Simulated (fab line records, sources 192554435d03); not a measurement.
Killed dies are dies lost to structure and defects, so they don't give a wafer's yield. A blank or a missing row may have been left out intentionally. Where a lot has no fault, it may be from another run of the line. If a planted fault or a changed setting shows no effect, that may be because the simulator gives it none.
fab line records | flow n5_finfet
record lots=7 | wafers=39
route steps=1938 shown PAD_METAL@1896 PASSIVATION@1897
start_h: hours from the record's opening day to when the first of the lot's shown wafers began | wait_h: hours elapsed since this lot's preceding step | " as in the row above | L1.1+2: several wafers, shown together as one row | - no value, or no start given | * or withheld: withheld | < > ~ a bound
route shown NAME@n: NAME is a module with steps in the file, n the number in the route of the first one | usual: mean/standard deviation taken from wafers without a fault | same: alike in all rows | chamber/n: place in a boat | sites: each site's reading | _std_site: the standard deviation of these | _edge_site: the outer-site mean with the inner-site mean subtracted | radius_mm: for every site, how far away it sits from the centre of the wafer | mask NAME#n: copy n | behind: the tool/chamber that last shaped the wafer | hold: what put the lot on hold/how long, in hours/how the hold closed | device: names the non-switching transistor (n, p or np) | end of line: tests of these same wafers at the route's end | where a step has no rows: the recipe by itself | killed: count of dies lost to structure and defects at first sort (not the wafer's yield) | map: shows each die of a wafer: x if killed, . if not, _ if none is there
set.NAME: the setting the step ran with; set.NAME@STEP: the setting that earlier step ran with | model.NAME: the simulator's own value behind a step, which no gauge read
one table per step and one row per wafer, for lots whose settings were changed on purpose
## steps
# step N5_PASSIVATION_AL_DEP_21
# recipe material=Al | target_thk_a=28000 | temp_c=400 | time_s=170 | power_w=30000 | chamber_pressure_pa=0.4 | gas=Ar
lot.wafer | tool           | chamber | start_h | wait_h | set.target_thk_a | model.Al_of_PASSIVATION_AL_DEP_21.thk_nm
L078.1+2  | pvd_sputter-02 | -       | 282.37  | 0.1    | 28000            | 2802
L078.4    | "              | -       | "       | "      | 28000            | 2751
L076.1    | pvd_sputter-02 | -       | 294.60  | 0.1    | 28000            | 2784
L076.2    | "              | -       | "       | "      | 38700            | 3878
L076.3    | "              | -       | "       | "      | 28000            | 2791
L076.4    | "              | -       | "       | "      | 38700            | 3863
L076.5    | "              | -       | "       | "      | 38700            | 3866
L076.6    | "              | -       | "       | "      | 28000            | 2807
L080.1    | pvd_sputter-02 | -       | 299.30  | 0.1    | 28000            | 2832
L080.2    | "              | -       | "       | "      | 28000            | 2822
L080.3    | "              | -       | "       | "      | 28000            | 2835
L080.4    | "              | -       | "       | "      | 28000            | 2770
L080.5    | "              | -       | "       | "      | 28000            | 2807
L080.6    | "              | -       | "       | "      | 28000            | 2819
L083.1    | pvd_sputter-01 | -       | 317.22  | 0.1    | 39510            | 3923
L083.2    | "              | -       | "       | "      | 28000            | 2750
L083.3    | "              | -       | "       | "      | 39510            | 3939
L083.4    | "              | -       | "       | "      | 28000            | 2761
L083.5    | "              | -       | "       | "      | 28000            | 2786
L083.6    | "              | -       | "       | "      | 39510            | 3907
L088.1    | pvd_sputter-01 | -       | 337.05  | 0.1    | 28000            | 2751
L088.2    | "              | -       | "       | "      | 28000            | 2746
L088.3    | "              | -       | "       | "      | 28000            | 2745
L088.4    | "              | -       | "       | "      | 28000            | 2765
L088.5    | "              | -       | "       | "      | 28000            | 2733
L088.6    | "              | -       | "       | "      | 28000            | 2761
L089.1    | pvd_sputter-01 | -       | 349.87  | 0.1    | 28000            | 2747
L089.2    | "              | -       | "       | "      | 28000            | 2729
L089.3+6  | "              | -       | "       | "      | 28000            | 2738
L089.4    | "              | -       | "       | "      | 28000            | 2757
L089.5    | "              | -       | "       | "      | 28000            | 2764
L093.1    | pvd_sputter-02 | -       | 371.14  | 0.1    | 28000            | 2803
L093.2    | "              | -       | "       | "      | 28000            | 2750
L093.3    | "              | -       | "       | "      | 28000            | 2772
L093.4    | "              | -       | "       | "      | 28000            | 2808
L093.5    | "              | -       | "       | "      | 28000            | 2789
L093.6    | "              | -       | "       | "      | 28000            | 2800
# step N5_PASSIVATION_HMDS_23
# recipe time_s=60 | temp_c=120
# step N5_PASSIVATION_COAT_24
# recipe spin_rpm=3000 | resist_thk_nm=withheld
# step N5_PASSIVATION_DESCUM_32
# recipe chemistry=O2 | time_s=7.9 | source_power_w=50 | bias_power_w=20 | pressure_mtorr=20 | rf_frequency_hz=2.712e+07 | temp_c=40 | o2_flow_sccm=225
# step N5_PASSIVATION_AL_ETCH_33
# recipe chemistry=Cl2/BCl3 | target_depth_a=28000 | over_etch_frac=0.15 | Cl2_flow_sccm=180 | bcl3_flow_sccm=60 | target=Al | stop_on=TaN | time_s=466.7 | ion_energy_ev=100 | pressure_mtorr=10 | icp_w=900 | bias_w=100
# step N5_PASSIVATION_ETCH_59
# recipe chemistry=Cl2/BCl3 | target=TaN | target_depth_a=650 | time_s=34.9 | ion_energy_ev=100 | pressure_mtorr=10 | icp_w=900 | bias_w=100 | Cl2_flow_sccm=60 | bcl3_flow_sccm=30
# usual oes_product_au=0.80/0.095
lot.wafer | tool         | chamber | start_h | wait_h | set.target_thk_a@PASSIVATION_AL_DEP_21 | oes_product_au
L078.1    | rie_metal-03 | 0       | 283.43  | 0.3    | 28000                                  | 0.68
L078.2    | "            | 1       | "       | "      | 28000                                  | 0.85
L078.4    | "            | 1       | "       | "      | 28000                                  | 0.85
L076.1    | rie_metal-03 | 1       | 295.79  | 0.4    | 28000                                  | 0.84
L076.2    | "            | 0       | "       | "      | 38700                                  | 0.18
L076.3    | "            | 0       | "       | "      | 28000                                  | 0.69
L076.4    | "            | 1       | "       | "      | 38700                                  | 0.23
L076.5    | "            | 0       | "       | "      | 38700                                  | 0.19
L076.6    | "            | 1       | "       | "      | 28000                                  | 0.84
L080.1    | rie_metal-01 | 0       | 300.56  | 0.3    | 28000                                  | 0.72
L080.2    | "            | 1       | "       | "      | 28000                                  | 0.94
L080.3    | "            | 0       | "       | "      | 28000                                  | 0.72
L080.4    | "            | 1       | "       | "      | 28000                                  | 0.92
L080.5    | "            | 1       | "       | "      | 28000                                  | 0.93
L080.6    | "            | 0       | "       | "      | 28000                                  | 0.72
L083.1    | rie_metal-03 | 1       | 318.39  | 0.3    | 39510                                  | 0.24
L083.2    | "            | 0       | "       | "      | 28000                                  | 0.68
L083.3    | "            | 1       | "       | "      | 39510                                  | 0.22
L083.4    | "            | 0       | "       | "      | 28000                                  | 0.67
L083.5    | "            | 1       | "       | "      | 28000                                  | 0.83
L083.6    | "            | 0       | "       | "      | 39510                                  | 0.19
L088.1    | rie_metal-02 | 1       | 338.09  | 0.3    | 28000                                  | 0.92
L088.2    | "            | 0       | "       | "      | 28000                                  | 0.74
L088.3    | "            | 0       | "       | "      | 28000                                  | 0.73
L088.4    | "            | 1       | "       | "      | 28000                                  | 0.91
L088.5    | "            | 1       | "       | "      | 28000                                  | 0.92
L088.6    | "            | 0       | "       | "      | 28000                                  | 0.73
L089.1    | rie_metal-03 | 1       | 351.04  | 0.3    | 28000                                  | 0.83
L089.2    | "            | 0       | "       | "      | 28000                                  | 0.68
L089.3    | "            | 0       | "       | "      | 28000                                  | 0.66
L089.4    | "            | 1       | "       | "      | 28000                                  | 0.83
L089.5    | "            | 1       | "       | "      | 28000                                  | 0.83
L089.6    | "            | 0       | "       | "      | 28000                                  | 0.67
L093.1    | rie_metal-02 | 1       | 372.34  | 0.3    | 28000                                  | 0.89
L093.2    | "            | 0       | "       | "      | 28000                                  | 0.72
L093.3    | "            | 0       | "       | "      | 28000                                  | 0.72
L093.4    | "            | 1       | "       | "      | 28000                                  | 0.89
L093.5    | "            | 0       | "       | "      | 28000                                  | 0.72
L093.6    | "            | 1       | "       | "      | 28000                                  | 0.89
# step N5_PASSIVATION_STRIP_34
# recipe chemistry=O2 | power_w=600 | temp_c=60 | pressure_mtorr=30 | rf_frequency_hz=6e+07 | bias_power_w=0 | overash_fraction=2 | o2_flow_sccm=225
# step N5_PASSIVATION_STRIP_51
# recipe chemistry=post_etch_residue_remover | time_s=1200 | temp_c=72.5
# step N5_PASSIVATION_SRD_72
# recipe dry=ipa_marangoni | time_s=30 | temp_c=23 | rinse_liquid=diw
# step N5_PASSIVATION_ANNEAL_56
# recipe temp_c=400 | time_s=1800 | ambient=FGA | idle_temp_c=300 | ramp_up_c_per_min=5 | ramp_down_c_per_min=3
# step N5_PASSIVATION_PROBE_49
# usual killed_at_M0_to_M3=32/9.7 | killed_at_M4_up=14/5.3 | killed_at_contacts=11/6 | killed_at_front_end=39/14 | killed_at_other=3.3/2.7 | killed_dies=100/17 | killed_open=66/13 | killed_short=32/7.4
# same gross_dies=1180 | killed_at_back_side=0
lot.wafer | tool      | chamber | start_h | wait_h | set.target_thk_a@PASSIVATION_AL_DEP_21 | killed_at_M0_to_M3 | killed_at_M4_up | killed_at_contacts | killed_at_front_end | killed_at_other | killed_dies | killed_open | killed_short
L078.1    | prober-02 | -       | 287.97  | 0.0    | 28000                                  | 37                 | 17              | 5                  | 50                  | 0               | 109         | 52          | 50
L078.2    | prober-02 | -       | 288.02  | 0.1    | 28000                                  | 43                 | 15              | 11                 | 50                  | 2               | 121         | 77          | 42
L078.4    | prober-02 | -       | 288.12  | 0.2    | 28000                                  | 29                 | 12              | 8                  | 32                  | 2               | 83          | 55          | 26
L076.1    | prober-02 | -       | 300.28  | 0.0    | 28000                                  | 33                 | 15              | 21                 | 34                  | 8               | 111         | 71          | 40
L076.2    | prober-02 | -       | 300.33  | 0.1    | 38700                                  | 29                 | 18              | 18                 | 38                  | 1077            | 1180        | 65          | 36
L076.3    | prober-02 | -       | 300.38  | 0.1    | 28000                                  | 43                 | 11              | 11                 | 31                  | 6               | 102         | 78          | 23
L076.4    | prober-02 | -       | 300.43  | 0.2    | 38700                                  | 45                 | 12              | 19                 | 24                  | 1080            | 1180        | 68          | 31
L076.5    | prober-02 | -       | 300.48  | 0.2    | 38700                                  | 40                 | 12              | 16                 | 23                  | 1089            | 1180        | 66          | 27
L076.6    | prober-02 | -       | 300.53  | 0.3    | 28000                                  | 40                 | 3               | 12                 | 26                  | 3               | 84          | 59          | 25
L080.1    | prober-02 | -       | 305.13  | 0.0    | 28000                                  | 33                 | 19              | 10                 | 301                 | 6               | 369         | 50          | 32
L080.2    | prober-02 | -       | 305.18  | 0.1    | 28000                                  | 46                 | 16              | 13                 | 18                  | 5               | 98          | 66          | 32
L080.3    | prober-02 | -       | 305.23  | 0.1    | 28000                                  | 39                 | 27              | 17                 | 146                 | 3               | 232         | 76          | 32
L080.4    | prober-02 | -       | 305.28  | 0.2    | 28000                                  | 31                 | 14              | 13                 | 20                  | 10              | 88          | 59          | 28
L080.5    | prober-02 | -       | 305.33  | 0.2    | 28000                                  | 39                 | 22              | 7                  | 151                 | 0               | 219         | 62          | 26
L080.6    | prober-02 | -       | 305.38  | 0.3    | 28000                                  | 17                 | 14              | 11                 | 32                  | 4               | 78          | 57          | 20
L083.1    | prober-02 | -       | 322.81  | 0.0    | 39510                                  | 25                 | 14              | 23                 | 41                  | 1077            | 1180        | 73          | 31
L083.2    | prober-02 | -       | 322.86  | 0.1    | 28000                                  | 34                 | 510             | 11                 | 28                  | 0               | 583         | 58          | 30
L083.3    | prober-02 | -       | 322.91  | 0.1    | 39510                                  | 30                 | 188             | 29                 | 21                  | 912             | 1180        | 56          | 32
L083.4    | prober-02 | -       | 322.96  | 0.2    | 28000                                  | 45                 | 8               | 16                 | 24                  | 2               | 95          | 59          | 35
L083.5    | prober-02 | -       | 323.01  | 0.2    | 28000                                  | 24                 | 24              | 26                 | 32                  | 0               | 106         | 78          | 27
L083.6    | prober-02 | -       | 323.06  | 0.3    | 39510                                  | 59                 | 51              | 83                 | 20                  | 967             | 1180        | 90          | 27
L088.1    | prober-01 | -       | 342.74  | 0.0    | 28000                                  | 18                 | 17              | 12                 | 42                  | 3               | 92          | 65          | 27
L088.2    | prober-01 | -       | 342.79  | 0.1    | 28000                                  | 30                 | 1025            | 8                  | 33                  | 2               | 1098        | 56          | 33
L088.3    | prober-01 | -       | 342.84  | 0.1    | 28000                                  | 22                 | 767             | 15                 | 40                  | 3               | 847         | 46          | 46
L088.4    | prober-01 | -       | 342.89  | 0.2    | 28000                                  | 20                 | 362             | 22                 | 31                  | 5               | 440         | 64          | 27
L088.5    | prober-01 | -       | 342.94  | 0.2    | 28000                                  | 28                 | 793             | 25                 | 35                  | 5               | 886         | 73          | 29
L088.6    | prober-01 | -       | 342.99  | 0.3    | 28000                                  | 35                 | 25              | 19                 | 35                  | 0               | 114         | 87          | 27
L089.1    | prober-02 | -       | 355.56  | 0.0    | 28000                                  | 31                 | 14              | 17                 | 34                  | 5               | 101         | 70          | 28
L089.2    | prober-02 | -       | 355.61  | 0.1    | 28000                                  | 32                 | 1088            | 20                 | 36                  | 0               | 1176        | 66          | 31
L089.3    | prober-02 | -       | 355.66  | 0.1    | 28000                                  | 36                 | 1105            | 8                  | 27                  | 4               | 1180        | 53          | 35
L089.4    | prober-02 | -       | 355.71  | 0.2    | 28000                                  | 35                 | 1072            | 13                 | 54                  | 3               | 1177        | 64          | 39
L089.5    | prober-02 | -       | 355.76  | 0.2    | 28000                                  | 39                 | 370             | 12                 | 35                  | 9               | 465         | 68          | 37
L089.6    | prober-02 | -       | 355.81  | 0.3    | 28000                                  | 29                 | 9               | 15                 | 37                  | 2               | 92          | 68          | 21
L093.1    | prober-02 | -       | 377.45  | 0.0    | 28000                                  | 34                 | 195             | 17                 | 237                 | 6               | 489         | 77          | 38
L093.2    | prober-02 | -       | 377.50  | 0.1    | 28000                                  | 28                 | 17              | 21                 | 42                  | 1               | 109         | 62          | 47
L093.3    | prober-02 | -       | 377.55  | 0.1    | 28000                                  | 26                 | 407             | 30                 | 51                  | 0               | 514         | 79          | 29
L093.4    | prober-02 | -       | 377.60  | 0.2    | 28000                                  | 24                 | 264             | 21                 | 67                  | 2               | 378         | 80          | 42
L093.5    | prober-02 | -       | 377.65  | 0.2    | 28000                                  | 31                 | 8               | 20                 | 197                 | 1               | 257         | 67          | 29
L093.6    | prober-02 | -       | 377.70  | 0.3    | 28000                                  | 26                 | 17              | 10                 | 246                 | 4               | 303         | 75          | 38
# killed by level:class
L078.1 FIN_SAQP:geometric_particle:short=16 BEOL_M0_SAQP:geometric_particle:short=12 BEOL_M0_SAQP:geometric_particle:open=12 GATE_CUT:geometric_particle:short=9 STI_FIN_REVEAL:geometric_particle:open=6 BEOL_M3:geometric_particle:open=5 HKMG_FIN:area_etch=5 FIN_SAQP:geometric_particle:open=4
L078.2 FIN_SAQP:geometric_particle:short=16 BEOL_M0_SAQP:geometric_particle:open=12 DUMMY_GATE:geometric_particle:open=8 MOL_CONTACT_COAG:geometric_particle:open=8 STI_FIN_REVEAL:geometric_particle:open=7 BEOL_M0_SAQP:geometric_particle:short=7 BEOL_M1:geometric_particle:open=7 FIN_SAQP:geometric_particle:open=6
L078.4 BEOL_M0_SAQP:geometric_particle:open=7 BEOL_M4:geometric_particle:open=7 MOL_CONTACT_COAG:geometric_particle:open=6 BEOL_M2:geometric_particle:open=6 BEOL_M3:geometric_particle:open=6 FIN_SAQP:geometric_particle:short=5 GATE_CUT:geometric_particle:open=5 GATE_CUT:geometric_particle:short=5
L076.1 MOL_CONTACT_COAG:geometric_particle:open=13 STI_FIN_REVEAL:geometric_particle:open=11 BEOL_M4:geometric_particle:open=9 BEOL_M1:geometric_particle:short=8 MOL_CONTACT_COAG:geometric_particle:short=8 BEOL_M1:geometric_particle:open=7 FIN_SAQP:geometric_particle:short=5 BEOL_M0_SAQP:geometric_particle:short=5
L076.2 PASSIVATION:area_etch=1077 MOL_CONTACT_COAG:geometric_particle:open=14 ILD0:geometric_particle:open=8 FIN_SAQP:geometric_particle:open=7 BEOL_M1:geometric_particle:open=7 BEOL_M4:geometric_particle:open=7 FIN_SAQP:geometric_particle:short=6 BEOL_M3:geometric_particle:open=6
L076.3 BEOL_M0_SAQP:geometric_particle:open=15 MOL_CONTACT_COAG:geometric_particle:open=11 STI_FIN_REVEAL:geometric_particle:open=8 BEOL_M1:geometric_particle:open=8 BEOL_M0_SAQP:geometric_particle:short=7 DUMMY_GATE:geometric_particle:open=6 BEOL_M4:geometric_particle:open=6 BEOL_M2:geometric_particle:open=4
L076.4 PASSIVATION:area_etch=1079 MOL_CONTACT_COAG:geometric_particle:open=12 BEOL_M3:geometric_particle:open=11 BEOL_M0_SAQP:geometric_particle:short=8 MOL_CONTACT_COAG:geometric_particle:short=7 BEOL_M2:geometric_particle:open=7 BEOL_M0_SAQP:geometric_particle:open=5 BEOL_M1:geometric_particle:open=5
L076.5 PASSIVATION:area_etch=1087 MOL_CONTACT_COAG:geometric_particle:open=14 BEOL_M0_SAQP:geometric_particle:short=9 STI_FIN_REVEAL:geometric_particle:open=7 BEOL_M0_SAQP:geometric_particle:open=7 BEOL_M3:geometric_particle:open=7 BEOL_M0:geometric_particle:open=5 BEOL_M1:geometric_particle:open=4
L076.6 STI_FIN_REVEAL:geometric_particle:open=10 MOL_CONTACT_COAG:geometric_particle:open=10 BEOL_M1:geometric_particle:open=8 BEOL_M0:geometric_particle:open=8 BEOL_M0_SAQP:geometric_particle:short=7 BEOL_M0_SAQP:geometric_particle:open=7 BEOL_M2:geometric_particle:open=4 BEOL_M3:geometric_particle:open=3
L080.1 HKMG_FIN:area_ald=284 BEOL_M4:geometric_particle:open=10 MOL_CONTACT_COAG:geometric_particle:open=9 BEOL_M3:geometric_particle:short=6 BEOL_M0_SAQP:geometric_particle:short=5 BEOL_M1:geometric_particle:open=5 BEOL_M3:geometric_particle:open=5 STI_FIN_REVEAL:geometric_particle:open=4
L080.2 MOL_CONTACT_COAG:geometric_particle:open=11 BEOL_M2:geometric_particle:open=10 BEOL_M0_SAQP:geometric_particle:open=9 BEOL_M1:geometric_particle:open=9 STI_FIN_REVEAL:geometric_particle:open=7 BEOL_M1:geometric_particle:short=5 BEOL_M3:geometric_particle:short=4 BEOL_M3:geometric_particle:open=4
L080.3 HKMG_FIN:area_ald=123 MOL_CONTACT_COAG:geometric_particle:open=14 BEOL_M3:geometric_particle:open=13 BEOL_M4:geometric_particle:open=10 BEOL_M1:geometric_particle:open=9 STI_FIN_REVEAL:geometric_particle:open=8 BEOL_M5:geometric_particle:short=5 STARTING-WAFER:geometric_particle:short=5
L080.4 MOL_CONTACT_COAG:geometric_particle:open=9 STI_FIN_REVEAL:geometric_particle:open=7 BEOL_M0:geometric_particle:open=6 BEOL_M3:geometric_particle:open=6 BEOL_M4:geometric_particle:open=6 BEOL_M1:geometric_particle:open=5 BEOL_M2:geometric_particle:short=5 GATE_CUT:geometric_particle:short=4
L080.5 HKMG_FIN:area_ald=130 BEOL_M1:geometric_particle:open=11 STI_FIN_REVEAL:geometric_particle:open=10 BEOL_M0_SAQP:geometric_particle:short=8 BEOL_M4:geometric_particle:open=7 MOL_CONTACT_COAG:geometric_particle:open=6 BEOL_M0:geometric_particle:open=6 BEOL_M2:geometric_particle:open=6
L080.6 STI_FIN_REVEAL:geometric_particle:open=11 MOL_CONTACT_COAG:geometric_particle:open=10 BEOL_M3:geometric_particle:open=6 FIN_SAQP:geometric_particle:open=5 BEOL_M4:geometric_particle:open=5 GATE_CUT:geometric_particle:short=4 BEOL_M2:geometric_particle:open=4 GATE_CUT:geometric_particle:open=3
L083.1 PASSIVATION:area_etch=1075 MOL_CONTACT_COAG:geometric_particle:open=19 STI_FIN_REVEAL:geometric_particle:open=14 BEOL_M2:geometric_particle:open=7 BEOL_M4:geometric_particle:short=7 BEOL_M3:geometric_particle:open=6 FIN_SAQP:geometric_particle:short=5 FIN_SAQP:geometric_particle:open=4
L083.2 BEOL_M8:area_etch=494 BEOL_M2:geometric_particle:open=9 BEOL_M3:geometric_particle:open=9 FIN_SAQP:geometric_particle:open=7 MOL_CONTACT_COAG:geometric_particle:open=7 FIN_SAQP:geometric_particle:short=6 BEOL_M4:geometric_particle:open=5 STI_FIN_REVEAL:geometric_particle:open=4
L083.3 PASSIVATION:area_etch=912 BEOL_M8:area_etch=178 MOL_CONTACT_COAG:geometric_particle:open=22 BEOL_M0_SAQP:geometric_particle:short=9 BEOL_M0_SAQP:geometric_particle:open=7 FIN_SAQP:geometric_particle:short=6 MOL_CONTACT_COAG:geometric_particle:short=6 BEOL_M3:geometric_particle:open=6
L083.4 MOL_CONTACT_COAG:geometric_particle:open=12 BEOL_M0_SAQP:geometric_particle:short=10 BEOL_M2:geometric_particle:open=8 STI_FIN_REVEAL:geometric_particle:open=7 BEOL_M0_SAQP:geometric_particle:open=7 BEOL_M3:geometric_particle:open=6 BEOL_M1:geometric_particle:open=5 MOL_CONTACT_COAG:geometric_particle:short=4
L083.5 MOL_CONTACT_COAG:geometric_particle:open=16 BEOL_M4:geometric_particle:open=14 STI_FIN_REVEAL:geometric_particle:open=10 MOL_CONTACT_COAG:geometric_particle:short=10 BEOL_M3:geometric_particle:open=7 STARTING-WAFER:geometric_particle:open=7 BEOL_M2:geometric_particle:open=6 FIN_SAQP:geometric_particle:short=3
L083.6 PASSIVATION:area_etch=964 MOL_CONTACT_COAG:area_etch=65 BEOL_M8:area_etch=33 MOL_CONTACT_COAG:geometric_particle:open=16 BEOL_M3:geometric_particle:open=14 BEOL_M2:geometric_particle:open=13 BEOL_M0_SAQP:geometric_particle:open=12 BEOL_M4:geometric_particle:open=9
L088.1 STI_FIN_REVEAL:geometric_particle:open=16 MOL_CONTACT_COAG:geometric_particle:open=11 BEOL_M4:geometric_particle:open=11 BEOL_M3:geometric_particle:open=8 FIN_SAQP:geometric_particle:open=6 STARTING-WAFER:geometric_particle:short=6 GATE_CUT:geometric_particle:short=4 BEOL_M4:geometric_particle:short=3
L088.2 BEOL_M7:area_dep=1008 FIN_SAQP:geometric_particle:short=9 FIN_SAQP:geometric_particle:open=8 BEOL_M2:geometric_particle:open=8 DUMMY_GATE:geometric_particle:open=7 MOL_CONTACT_COAG:geometric_particle:open=5 BEOL_M0_SAQP:geometric_particle:short=5 BEOL_M0_SAQP:geometric_particle:open=4
L088.3 BEOL_M7:area_dep=677 BEOL_M8:area_ecd=78 FIN_SAQP:geometric_particle:short=12 GATE_CUT:geometric_particle:short=11 MOL_CONTACT_COAG:geometric_particle:open=9 BEOL_M2:geometric_particle:open=6 MOL_CONTACT_COAG:geometric_particle:short=6 BEOL_M2:geometric_particle:short=4
L088.4 BEOL_M8:area_ecd=349 MOL_CONTACT_COAG:geometric_particle:open=19 STI_FIN_REVEAL:geometric_particle:open=5 DUMMY_GATE:geometric_particle:open=4 BEOL_M2:geometric_particle:open=4 BEOL_M3:geometric_particle:open=4 BEOL_M4:geometric_particle:open=4 PAD_METAL:geometric_particle:open=4
L088.5 BEOL_M7:area_dep=676 BEOL_M8:area_ecd=108 MOL_CONTACT_COAG:geometric_particle:open=21 BEOL_M2:geometric_particle:open=12 FIN_SAQP:geometric_particle:open=8 BEOL_M0_SAQP:geometric_particle:short=6 BEOL_M4:geometric_particle:open=4 FIN_SAQP:geometric_particle:short=4
L088.6 MOL_CONTACT_COAG:geometric_particle:open=17 STI_FIN_REVEAL:geometric_particle:open=14 BEOL_M4:geometric_particle:open=13 BEOL_M2:geometric_particle:open=8 BEOL_M8:geometric_particle:open=7 BEOL_M0_SAQP:geometric_particle:short=6 BEOL_M0_SAQP:geometric_particle:open=6 GATE_CUT:geometric_particle:open=5
L089.1 MOL_CONTACT_COAG:geometric_particle:open=14 STI_FIN_REVEAL:geometric_particle:open=11 BEOL_M4:geometric_particle:open=11 BEOL_M0:geometric_particle:open=7 BEOL_M0_SAQP:geometric_particle:short=6 FIN_SAQP:geometric_particle:short=5 DUMMY_GATE:geometric_particle:short=4 BEOL_M0_SAQP:geometric_particle:open=4
L089.2 BEOL_M7:area_dep=1078 MOL_CONTACT_COAG:geometric_particle:open=16 BEOL_M0_SAQP:geometric_particle:open=10 STI_FIN_REVEAL:geometric_particle:open=9 BEOL_M2:geometric_particle:open=9 BEOL_M0_SAQP:geometric_particle:short=7 STARTING-WAFER:geometric_particle:short=6 BEOL_M4:geometric_particle:open=6
L089.3 BEOL_M7:area_dep=1091 BEOL_M0_SAQP:geometric_particle:open=16 BEOL_M0_SAQP:geometric_particle:short=11 MOL_CONTACT_COAG:geometric_particle:open=7 FIN_SAQP:geometric_particle:open=5 FIN_SAQP:geometric_particle:short=5 STI_FIN_REVEAL:geometric_particle:open=5 BEOL_M4:geometric_particle:open=5
L089.4 BEOL_M7:area_dep=1064 STI_FIN_REVEAL:geometric_particle:open=23 BEOL_M0_SAQP:geometric_particle:open=11 BEOL_M0_SAQP:geometric_particle:short=11 STI_FIN_REVEAL:geometric_particle:short=9 MOL_CONTACT_COAG:geometric_particle:open=8 MOL_CONTACT_COAG:geometric_particle:short=5 BEOL_M1:interface_void_opened=5
L089.5 BEOL_M8:area_etch=360 BEOL_M0_SAQP:geometric_particle:short=20 STI_FIN_REVEAL:geometric_particle:open=14 MOL_CONTACT_COAG:geometric_particle:open=12 BEOL_M0_SAQP:geometric_particle:open=7 FIN_SAQP:geometric_particle:open=5 BEOL_M3:geometric_particle:open=5 BEOL_M4:geometric_particle:open=5
L089.6 STI_FIN_REVEAL:geometric_particle:open=14 MOL_CONTACT_COAG:geometric_particle:open=14 BEOL_M0_SAQP:geometric_particle:open=11 FIN_SAQP:geometric_particle:open=6 BEOL_M0_SAQP:geometric_particle:short=6 BEOL_M4:geometric_particle:open=6 FIN_SAQP:geometric_particle:short=4 BEOL_M2:geometric_particle:open=4
L093.1 HKMG_FIN:area_ald=188 BEOL_M8:area_etch=183 STI_FIN_REVEAL:geometric_particle:open=21 MOL_CONTACT_COAG:geometric_particle:open=13 BEOL_M0_SAQP:geometric_particle:open=9 FIN_SAQP:geometric_particle:short=6 BEOL_M0_SAQP:geometric_particle:short=6 GATE_CUT:geometric_particle:short=5
L093.2 MOL_CONTACT_COAG:geometric_particle:open=15 FIN_SAQP:geometric_particle:short=13 STI_FIN_REVEAL:geometric_particle:open=7 BEOL_M4:geometric_particle:open=7 BEOL_M1:geometric_particle:short=7 BEOL_M2:geometric_particle:open=7 MOL_CONTACT_COAG:geometric_particle:short=6 BEOL_M0_SAQP:geometric_particle:short=6
L093.3 BEOL_M8:area_etch=400 MOL_CONTACT_COAG:geometric_particle:open=28 FIN_SAQP:geometric_particle:open=10 FIN_SAQP:geometric_particle:short=9 BEOL_M0_SAQP:geometric_particle:open=8 STI_FIN_REVEAL:geometric_particle:open=7 BEOL_M1:geometric_particle:short=7 STARTING-WAFER:geometric_particle:open=7
L093.4 BEOL_M8:area_etch=254 STI_FIN_REVEAL:geometric_particle:open=18 MOL_CONTACT_COAG:geometric_particle:open=16 FIN_SAQP:geometric_particle:open=15 FIN_SAQP:geometric_particle:short=12 MOL_CONTACT_COAG:geometric_particle:short=5 BEOL_M1:geometric_particle:short=5 BEOL_M2:geometric_particle:open=5
L093.5 HKMG_FIN:area_ald=161 MOL_CONTACT_COAG:geometric_particle:open=17 STI_FIN_REVEAL:geometric_particle:open=14 FIN_SAQP:geometric_particle:short=9 FIN_SAQP:geometric_particle:open=8 BEOL_M1:geometric_particle:short=7 BEOL_M2:geometric_particle:open=7 BEOL_M1:geometric_particle:open=5
L093.6 HKMG_FIN:area_ald=187 STI_FIN_REVEAL:geometric_particle:open=18 FIN_SAQP:geometric_particle:short=9 MOL_CONTACT_COAG:geometric_particle:open=9 FIN_SAQP:geometric_particle:open=8 BEOL_M1:geometric_particle:open=6 BEOL_M2:geometric_particle:open=5 DUMMY_GATE:geometric_particle:open=4
## key
split step=N5_PASSIVATION_AL_DEP_21 | setting=target_thk_a | stated=28000 | by=wafer
response step=N5_PASSIVATION_AL_DEP_21 | reading=model.Al_of_PASSIVATION_AL_DEP_21.thk_nm | change=+28.1 | per=1% | r=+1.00
response step=N5_PASSIVATION_ETCH_59 | reading=oes_product_au | change=-0.0138 | per=1% | r=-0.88
response step=N5_PASSIVATION_PROBE_49 | reading=killed_at_other | shape=bent | at_lowest=3.2 | at_stated=3.2 | at_highest=985.3
